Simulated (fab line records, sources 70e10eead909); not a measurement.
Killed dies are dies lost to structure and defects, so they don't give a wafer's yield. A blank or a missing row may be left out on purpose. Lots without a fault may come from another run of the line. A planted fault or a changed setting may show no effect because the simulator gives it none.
fab line records | flow nand_harc
record lots=5 wafers=15 last_day=33
route steps=1302 shown A_DECK1_JOINT@533 A_ONON_D2@545
lots that met no fault: from a run of the same line without faults
start_h: hours from the record's first day to the start of the lot's first wafer shown | wait_h: hours since the lot's step before | " the same as in the row above | L1.1+2: a row that stands for several wafers | - no value, or no start given | * or withheld: withheld | < > ~ a bound
route shown NAME@n: a module of which the file shows steps, and the number in the route of the first | usual: mean/standard deviation of fault-free wafers | same: alike in all rows | chamber/n: place in a boat | sites: the reading at each site | _std_site: their standard deviation | _edge_site: outer sites' mean less inner sites' | radius_mm: how far each site lies from the wafer's centre | mask NAME#n: copy n | behind: the tool/chamber that last shaped the wafer | hold: why the lot was held/for how many hours/how that ended | device: the transistor (n, p or np) that didn't switch | end of line: the same wafers' tests at the end of the route | a step without rows: its recipe alone | killed: dies lost to structure and defects at the first sort, not the wafer's yield | map: a wafer's dies, x killed, . not, _ none there
set.NAME: the setting as run; set.NAME@STEP: as run at that earlier step | model.NAME: the simulator's own value behind a step, which no gauge read
lots at some steps of the route; a table a step, a row a wafer
services: from which hour (start_h, from the record's first day; less than 0 if before it) a tool's chamber was out of use, for how many hours, and why
## steps
# step NHARC_A_DECK1_JOINT_CVD_34
# recipe target_thk_a=200 temp_c=700 pressure_mtorr=300 material=SiNx
# step NHARC_A_DECK1_JOINT_DEP_06
# recipe target_thk_a=800 temp_c=65 material=SiOx
# step NHARC_A_DECK1_JOINT_CURE_26
# recipe temp_c=150 time_s=32 pressure_atm=0.395
# step NHARC_A_DECK1_JOINT_ANNEAL_27
# recipe temp_c=400 time_s=3600 idle_temp_c=300 ramp_up_c_per_min=10 densification_p_h2o_torr=640
# step NHARC_A_DECK1_JOINT_ANNEAL_28
# recipe temp_c=500 time_s=1800 idle_temp_c=400 ramp_up_c_per_min=10 densification_p_h2o_torr=640
# step NHARC_A_DECK1_JOINT_ANNEAL_29
# recipe temp_c=750 time_s=1800 idle_temp_c=500 ramp_up_c_per_min=10 ramp_down_c_per_min=3
# step NHARC_A_DECK1_JOINT_CMP_02
# recipe material=SiOx
# usual motor_current_A=12.0/1.2 slurry_flow_ml_min=150.0/0.48
# columns lot.wafer tool chamber start_h wait_h motor_current_A slurry_flow_ml_min
L920.3 cmp-03 3 357.96 0.4 11.0 149.8
L920.4 " 0 " " 11.7 150.4
L920.5 " 1 " " 11.1 150.0
L923.1 cmp-03 0 407.64 0.4 11.7 149.9
L923.3 " 2 " " 13.8 150.7
L923.6 " 1 " " 11.1 149.9
L924.4 cmp-03 2 420.86 0.4 13.1 150.3
L924.1 " 3 " " 10.6 149.5
L924.6 " 2 " " 13.0 150.2
L932.3 cmp-04 3 484.87 0.4 10.5 150.5
L932.4 " 0 " " 11.1 150.1
L932.5 " 0 " " 10.8 149.8
L933.4 cmp-04 0 507.59 0.4 10.8 149.3
L933.2 " 1 " " 11.4 150.6
L933.6 " 0 " " 10.8 150.4
# step NHARC_A_DECK1_JOINT_SRD_15
# step NHARC_A_DECK1_JOINT_DEP_16
# recipe target_thk_a=450 temp_c=400 pressure_torr=6.5 rf_w=900 teos_flow_sccm=161.4 flow_sccm=2650 target_thk_nm=45 gas=O2 material=SiO2
# usual heater_power_w=597/75 throttle_valve_pct=16.0/0.54
# columns lot.wafer tool chamber start_h wait_h heater_power_w throttle_valve_pct
L920.3 pecvd-03 2 358.33 0.1 556 15.7
L920.5 " 1 " " 736 15.2
L920.4 " 2 " " 561 15.8
L923.3 pecvd-04 1 408.05 0.1 698 16.1
L923.1 " 2 " " 608 16.4
L923.6 " 2 " " 593 16.0
L924.1 pecvd-04 1 421.26 0.1 608 16.1
L924.6 " 2 " " 607 16.3
L924.4 " 0 " " 469 16.5
L932.3 pecvd-03 0 485.32 0.1 504 16.5
L932.5 " 1 " " 687 15.3
L932.4 " 2 " " 569 16.0
L933.2 pecvd-04 2 507.96 0.1 561 16.3
L933.4 " 0 " " 557 16.5
L933.6 " 1 " " 660 16.2
# step NHARC_A_DECK1_JOINT_THK_MEAS_17
# recipe thk_meas_gauge=ellipsometry
# usual thk_nm=45.1/1.3
# columns lot.wafer tool chamber start_h wait_h thk_nm
L920.3 film_metro-01 - 358.58 0.2 43.8
L920.4 " - " " 44.1
L920.5 " - " " 47.7
L923.1 film_metro-01 - 408.31 0.2 43.6
L923.3 " - " " 44.5
L923.6 " - " " 43.9
L924.1 film_metro-01 - 421.54 0.3 44.0
L924.4 " - " " 43.2
L924.6 " - " " 44.9
L932.3 film_metro-02 - 485.54 0.2 44.8
L932.4 " - " " 46.2
L932.5 " - " " 45.0
L933.2 film_metro-01 - 508.27 0.3 45.2
L933.4 " - " " 46.4
L933.6 " - " " 44.7
# step NHARC_A_DECK1_JOINT_INSPECT_05
# usual raw_defect_count=296/92
# columns lot.wafer tool chamber start_h wait_h raw_defect_count
L920.3 defect_inspect-01 - 358.62 0.0 269
L920.4 " - " " 207
L920.5 " - " " 380
L923.1 defect_inspect-02 - 408.34 0.0 468
L923.3 " - " " 315
L923.6 " - " " 411
L924.1 defect_inspect-01 - 421.58 0.0 335
L924.4 " - " " 198
L924.6 " - " " 207
L932.3 defect_inspect-01 - 485.58 0.0 417
L932.4 " - " " 324
L932.5 " - " " 314
L933.2 defect_inspect-02 - 508.30 0.0 342
L933.4 " - " " 285
L933.6 " - " " 413
# step NHARC_A_ONON_D2_DEP_00
# recipe target_thk_a=10000 n2_flow_sccm=2750 n2o_flow_sccm=2000 nh3_flow_sccm=500 sih4_flow_sccm=210 temp_c=400
# usual n2o_flow_sccm=2002/6.3
# columns lot.wafer tool chamber start_h wait_h n2o_flow_sccm
L920.3 pecvd_onon-02 0 358.91 0.3 2010
L920.4 " 0 " " 2011
L920.5 " 0 " " 2010
L923.1 pecvd_onon-04 0 408.41 0.1 2006
L923.3 " 0 " " 1996
L923.6 " 0 " " 2005
L924.1 pecvd_onon-02 0 421.64 0.1 2002
L924.4 " 0 " " 1995
L924.6 " 0 " " 1999
L932.3 pecvd_onon-01 0 485.76 0.2 2011
L932.4 " 0 " " 2012
L932.5 " 0 " " 2008
L933.2 pecvd_onon-04 0 508.43 0.1 2003
L933.4 " 0 " " 2008
L933.6 " 0 " " 2008
# step NHARC_A_ONON_D2_THK_MEAS_02
# recipe thk_meas_gauge=ellipsometry
# usual thk_nm=1002/13
# columns lot.wafer tool chamber start_h wait_h thk_nm
L920.3 film_metro-01 - 359.31 - 1001
L920.4 " - " " 1001
L920.5 " - " " 1000
L923.1 film_metro-01 - 408.92 - 999
L923.3 " - " " 999
L923.6 " - " " 999
L924.1 film_metro-01 - 422.15 - 994
L924.4 " - " " 994
L924.6 " - " " 1280
L932.3 film_metro-02 - 486.15 - 1000
L932.4 " - " " 1002
L932.5 " - " " 1001
L933.2 film_metro-01 - 508.88 - 1004
L933.4 " - " " 1005
L933.6 " - " " 1005
# step NHARC_A_ONON_D2_DEP_03
# recipe target_thk_a=10000 n2_flow_sccm=2750 n2o_flow_sccm=2000 nh3_flow_sccm=500 sih4_flow_sccm=210 temp_c=400
## services
# columns tool chamber start_h hours kind
cmp-03 - 358.06 4.0 pm
cmp-03 - 362.06 - consumable_replace:conditioner
cmp-03 - 362.06 - consumable_replace:pad
pecvd-04 - 362.97 1.0 repair
pecvd-03 - 366.00 13.0 pm
pecvd_onon-02 - 366.11 13.0 pm
cmp-04 - 372.83 6.1 repair
pecvd_onon-01 - 383.33 6.7 repair
cmp-04 - 397.14 0.8 repair
pecvd-03 0 402.14 5.6 repair
cmp-04 - 405.14 4.0 pm
cmp-03 - 410.06 3.2 repair
cmp-03 - 436.96 1.8 repair
pecvd-03 1 446.11 4.1 repair
pecvd-04 - 450.00 13.0 pm
pecvd-04 0 450.00 13.0 vent_cycle
pecvd-04 1 450.00 13.0 vent_cycle
pecvd-04 2 450.00 13.0 vent_cycle
pecvd_onon-01 - 450.20 13.0 pm
cmp-03 - 456.08 4.0 pm
cmp-03 - 474.61 0.4 repair
pecvd_onon-04 - 492.18 13.0 pm
cmp-04 - 494.39 1.0 repair
cmp-04 - 503.14 4.0 pm
## key
first_sign step=NHARC_A_ONON_D2_THK_MEAS_02 reading=thk_nm direction=up sigmas=22 usual=1002 struck=1280
effect none on later readings
met_at NHARC_A_ONON_D2_DEP_00
struck_wafers L924.6
tester_left_out L924
onset_between 358.91 421.64
fault kind=process_parameter_drift tool=pecvd_onon-02 chamber=- onset_h=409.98 steps=NHARC_A_ONON_D2_DEP_00 channel=target_thk_a offset=* shape=step end_h=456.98 scope=struck_wafers_only acts_in=* stated=*
# tester_left_out: of these lots the tester's yield and bins aren't shown, on N5 and GAA mostly nor the transistor test; their killed dies are dies lost to structure and defects alone, not to doping, threshold or leakage, so they don't give the yield
